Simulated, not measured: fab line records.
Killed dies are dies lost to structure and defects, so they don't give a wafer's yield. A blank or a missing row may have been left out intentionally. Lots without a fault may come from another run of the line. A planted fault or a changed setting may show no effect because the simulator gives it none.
Split-lot study | flow n5-finfet | 7 lots, 21 wafers read, on a route of 1938 steps

== THE SPLIT ITSELF ==
At N5_SD_EPI_N_EPI_21 (deposits Si:P, time 690 s), the setting time-s was moved away from the recipe's 690 s on 7 of the 21 wafers read, by -13.4% to +14.4%. For the rest of the wafers, this setting stayed at what the recipe calls for.

== FROM THE SPLIT TO THE READING: what the file shows between them, 10 steps ==
- N5_SD_EPI_N_EPI_MEAS_23
- N5_SD_EPI_P_COAT_35: time 60 s, resist thk 35 nm (also split here: spin-rpm)
- N5_SD_EPI_P_COAT_03: resist thk 150 nm
- N5_SD_EPI_P_EBR_05
- N5_SD_EPI_P_DESCUM_14: chemistry O2, time 7.9 s
- N5_SD_EPI_P_ETCH_36: etches SiARC in CF4, target depth 45.5 nm, time 75.8 s
- N5_SD_EPI_P_ETCH_37: etches SOC in N2/H2, overetch 108 nm, time 486 s
- N5_SD_EPI_P_STRIP_38: strips in N2/H2
- N5_SD_ACTIVATION_RTA_00: time 0 s
- N5_SD_ACTIVATION_LSA_01: time 0.0008 s

== THE READING ==
Measured at N5_SD_ACTIVATION_RS_MEAS_03 by four-point probe: RS_SD_N, in ohm/sq. A value of 21.90 ohm/sq with a standard deviation of 0.28 ohm/sq is what fault-free wafers of this fab line usually give.

wafer  | tool, chamber at the split | time-s as run, s | against the recipe | RS_SD_N, ohm/sq | against lot-mates on the recipe
L074.1 | epi-rpcvd-04, 0            | 690              | recipe             | 21.68           | -
L074.5 | epi-rpcvd-04, 0            | 733.8            | +6.3%              | 20.43           | -1.25
L074.6 | epi-rpcvd-04, 0            | 733.8            | +6.3%              | 20.77           | -0.91
L075.1 | epi-rpcvd-01, 0            | 690              | recipe             | 21.39           | -
L075.4 | epi-rpcvd-01, 0            | 690              | recipe             | 21.42           | -
L075.5 | epi-rpcvd-01, 0            | 690              | recipe             | 21.46           | -
L080.3 | epi-rpcvd-04, 0            | 690              | recipe             | 21.57           | -
L080.4 | epi-rpcvd-04, 0            | 690              | recipe             | 21.67           | -
L080.6 | epi-rpcvd-04, 0            | 690              | recipe             | 21.76           | -
L085.2 | epi-rpcvd-01, 0            | 789.1            | +14.4%             | 19.77           | -2.37
L085.3 | epi-rpcvd-01, 0            | 789.1            | +14.4%             | 19.88           | -2.26
L085.6 | epi-rpcvd-01, 0            | 690              | recipe             | 22.14           | -
L086.1 | epi-rpcvd-02, 0            | 690              | recipe             | 21.22           | -
L086.2 | epi-rpcvd-02, 0            | 597.5            | -13.4%             | 23.56           | +2.32
L086.4 | epi-rpcvd-02, 0            | 690              | recipe             | 21.25           | -
L088.2 | epi-rpcvd-04, 0            | 690              | recipe             | 22.25           | -
L088.4 | epi-rpcvd-04, 0            | 621.3            | -10.0%             | 23.62           | +1.50
L088.5 | epi-rpcvd-04, 0            | 690              | recipe             | 22.00           | -
L092.3 | epi-rpcvd-04, 0            | 690              | recipe             | 22.00           | -
L092.4 | epi-rpcvd-04, 0            | 651.2            | -5.6%              | 22.95           | +0.83
L092.6 | epi-rpcvd-04, 0            | 690              | recipe             | 22.24           | -

FIT RESULTS
A straight line over all 21 wafers: RS_SD_N changes by -0.149 ohm/sq for each +1% of time-s; r = -0.94; the points scatter about the line by 0.34 ohm/sq.
The same after taking each lot's own level away (the mean of its wafers on the recipe; 21 wafers): -0.163 ohm/sq for each +1%; r = -1.00; scatter 0.1 ohm/sq.
Per that fit: largest time-s move, reading shift of 2.3 ohm/sq.
From 21.235 to 22.140 ohm/sq: that is the span of the lots' own levels, equal to 3.2 times the standard deviation above.
So the lot-to-lot level changes the slope little: the two slopes agree.
Check: with one of the wafers moved furthest among these (+14.4%) left out of the fit, the line predicts -2.33 ohm/sq for it against its lot-mates. Against them it came out at -2.37 ohm/sq.

== OTHER SPLITS APPLIED TO THESE WAFERS ==
Before the reading, these wafers also passed through other splits. Each is held against what the fit with the lots' levels taken away leaves over:
other split on the same wafers | wafers away from the commonest value | r with RS_SD_N (lot level and that fit taken away)
N5_WELL_APT_COAT_02 spin-rpm   | 7                                    | +0.23
N5_WELL_APT_COAT_19 spin-rpm   | 7                                    | -0.14
N5_WELL_APT_EXPOSE_22 dose-mj  | 5                                    | +0.00
N5_DUMMY_GATE_COAT_35 spin-rpm | 10                                   | -0.06
N5_SD_EPI_P_COAT_35 spin-rpm   | 4                                    | -0.20

== THE WHOLE CHAIN: every reading that the file lists as answering this split, in the file's order ==
step                        | what it does                 | reading                                                                         | change (the file's fit)               | r (the file's)
N5_SD_EPI_N_EPI_21          | deposits Si:P, time 690 s    | Si-P_of_SD_EPI_N_EPI_21.thk-nm (the simulator's own value, which no gauge read) | +0.444 nm for each +1% of the setting | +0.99
N5_SD_EPI_N_EPI_MEAS_23     |                              | thk-nm                                                                          | withheld for each +1% of the setting  | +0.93
N5_SD_ACTIVATION_RS_MEAS_03 | measures by four-point-probe | RS_SD_N                                                                         | -0.163 for each +1% of the setting    | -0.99

== THE FILE'S OWN FIT ==
RS_SD_N changes by -0.163 ohm/sq for each +1% of time-s, r = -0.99.
